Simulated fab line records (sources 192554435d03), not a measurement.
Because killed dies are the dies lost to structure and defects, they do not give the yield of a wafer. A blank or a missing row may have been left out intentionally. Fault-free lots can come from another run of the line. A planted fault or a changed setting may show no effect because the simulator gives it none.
What tool caused it? | flow n5Finfet | Sampling: 9 lots, 27 wafers, 4 of 1938 route steps

## WHAT THE GAUGES READ, wafer by wafer
N5_STI_FIN_REVEAL_THK_MEAS_05.
lot  | measured    | on           | thkNm (nm)
L439 | day 3 16:22 | filmMetro-02 | 130.2 131.8 133.0
L442 | day 4 05:05 | filmMetro-01 | 131.5 133.1 134.2
L443 | day 4 10:49 | filmMetro-02 | 133.0 133.3 131.8
L444 | day 4 16:43 | filmMetro-02 | 131.1 130.2 131.6
L445 | day 4 21:48 | filmMetro-02 | 132.1 131.1 132.0
L446 | day 5 07:05 | filmMetro-02 | 133.4 132.4 133.7
L447 | day 5 11:22 | filmMetro-01 | 131.4 132.1 132.0
L449 | day 5 22:03 | filmMetro-02 | 132.3 133.0 132.2
L456 | day 7 16:10 | filmMetro-01 | 133.5 133.2 133.3

## EACH LOT AND THE TOOL THAT RAN IT (in order: tool; ch and the chambers of the sampled wafers; start)
lot  | N5_FIN_CUT_CUT_ETCH_15         | N5_FIN_CUT_STRIP_22              | N5_STI_FIN_REVEAL_ALD_00
L439 | rieSi-05 ch 1,2, day 3 08:58   | rieDiel-04 ch 1,2, day 3 09:09   | aldSin-02 ch 1,3, day 3 10:07
L442 | rieSi-02 ch 0,3, day 3 23:23   | rieDiel-04 ch 0,1, day 3 23:31   | aldSin-03 ch 1,2, day 3 23:43
L443 | rieSi-03 ch 0,1,3, day 4 04:36 | rieDiel-03 ch 2,3, day 4 04:46   | aldSin-02 ch 0,2,3, day 4 05:26
L444 | rieSi-02 ch 1,2, day 4 11:01   | rieDiel-04 ch 0,1,2, day 4 11:08 | aldSin-02 ch 1,2, day 4 11:20
L445 | rieSi-05 ch 1,2, day 4 16:05   | rieDiel-03 ch 1,2, day 4 16:13   | aldSin-03 ch 0,1,2, day 4 16:25
L446 | rieSi-05 ch 0,2,3, day 4 23:39 | rieDiel-04 ch 0,1,3, day 4 23:46 | aldSin-03 ch 0,1,3, day 5 01:41
L447 | rieSi-05 ch 0,2,3, day 5 05:40 | rieDiel-02 ch 0,3, day 5 05:47   | aldSin-03 ch 0,3, day 5 05:59
L449 | rieSi-02 ch 0,1, day 5 16:12   | rieDiel-03 ch 0,2,3, day 5 16:19 | aldSin-02 ch 0,1,3, day 5 16:39
L456 | rieSi-02 ch 0,1, day 7 10:27   | rieDiel-02 ch 0,1,3, day 7 10:34 | aldSin-04 ch 2,3, day 7 10:46
- N5_FIN_CUT_CUT_ETCH_15: etches Si in HBr/Cl2/O2, target depth 100 nm, bt time 10 s, time 42.4 s.
- N5_FIN_CUT_STRIP_22: strips in N2/H2.
- N5_STI_FIN_REVEAL_ALD_00: deposits SiO2, target thk 1 nm, pulse time 1 s.

## THE ANSWER, worked out from the rows above alone
Rule: the lots themselves supply what counts as usual. The widest of any qualifying gaps counts: lots, ordered by their means at a reading, are off when they make up no more than a third of the lots, leave a main group of 4 or more, and stand apart from it by 3 or more times the standard deviation of that group's means. If all means in a main group match to the digits the tables above print for the reading, that group is not used. A lot without any number at a reading at which 4 lots or more have one is off too. The other lots that the step has rows for count as sound.
Across all readings shown, no lot is off: no conclusion can be drawn from this.

## WHAT THE SIMULATOR HAD PUT IN
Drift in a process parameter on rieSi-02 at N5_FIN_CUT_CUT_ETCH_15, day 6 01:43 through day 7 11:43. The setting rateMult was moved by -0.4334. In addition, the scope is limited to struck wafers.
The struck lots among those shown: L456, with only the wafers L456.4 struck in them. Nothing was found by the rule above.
